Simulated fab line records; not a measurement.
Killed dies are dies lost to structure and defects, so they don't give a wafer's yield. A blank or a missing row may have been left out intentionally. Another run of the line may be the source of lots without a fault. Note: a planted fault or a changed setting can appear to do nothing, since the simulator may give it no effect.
One fault through the eyes of 2 desks :: flow n5_finfet :: what lay behind the numbers comes last; until then each desk has only its own

## AT THE METROLOGY DESK
Lot by lot, what the gauges showed, no matter which tool ran the lot: averages of those sampled wafers that carry a number. Marked OUT: a lot whose mean sits more than 4 standard deviations from the usual mean, which makes it out of limits; the brackets give that distance.
Columns: A = M15_THK at N5_BEOL_M15_THK_MEAS_50, usual 831 nm; B = M15_RS at N5_BEOL_M15_RS_MEAS_54, usual 0.0214 ohm/sq
lot: L386
first seen here: day 11 21:05
A: 868
B: 0.0209

lot: L392
first seen here: day 13 00:53
A: 830
B: 0.0215

lot: L393
first seen here: day 13 06:20
A: 861
B: 0.0207

lot: L399
first seen here: day 14 19:49
A: 852
B: 0.0209

lot: L402
first seen here: day 15 02:42
A: 838
B: 0.0214

lot: L403
first seen here: day 15 10:52
A: 802
B: 0.0217

lot: L404
first seen here: day 16 01:14
A: 826
B: 0.0218

lot: L407
first seen here: day 16 09:55
A: 821
B: 0.0216

lot: L405
first seen here: day 16 16:00
A: 845
B: 0.0212

lot: L406
first seen here: day 16 16:49
A: 838
B: 0.0212

lot: L408
first seen here: day 17 04:13
A: 816
B: 0.0220
This desk's verdict: no lot among the 11 shows anything out of limits.

## DESK OF THE TOOL OWNER: ald_metal-03
The tool's own readings at N5_BEOL_M1_ALD_84 (deposits TaN, pulse time 2 s, purge time 3 s, co reactant purge time 2 s): means of the sampled wafers that have a number, for each lot that ran on this tool. Marked OUT: a lot whose mean sits more than 4 standard deviations from the usual mean, which makes it out of limits; the brackets give that distance.
Columns: A = heater_power_w at N5_BEOL_M1_ALD_84, usual 424 W
lot: L392
first seen here: day 7 17:14
A: 367

lot: L393
first seen here: day 7 20:35
A: 337

lot: L405
first seen here: day 11 03:14
A: 429

lot: L406
first seen here: day 11 08:14
A: 380
This desk's verdict: no lot among the 4 shows anything out of limits.

## PUT TOGETHER
From the metrology desk's view, nothing was out of limits.
The desk of the tool owner found nothing out of limits.

## WHAT HAD BEEN PUT IN BY THE SIMULATOR
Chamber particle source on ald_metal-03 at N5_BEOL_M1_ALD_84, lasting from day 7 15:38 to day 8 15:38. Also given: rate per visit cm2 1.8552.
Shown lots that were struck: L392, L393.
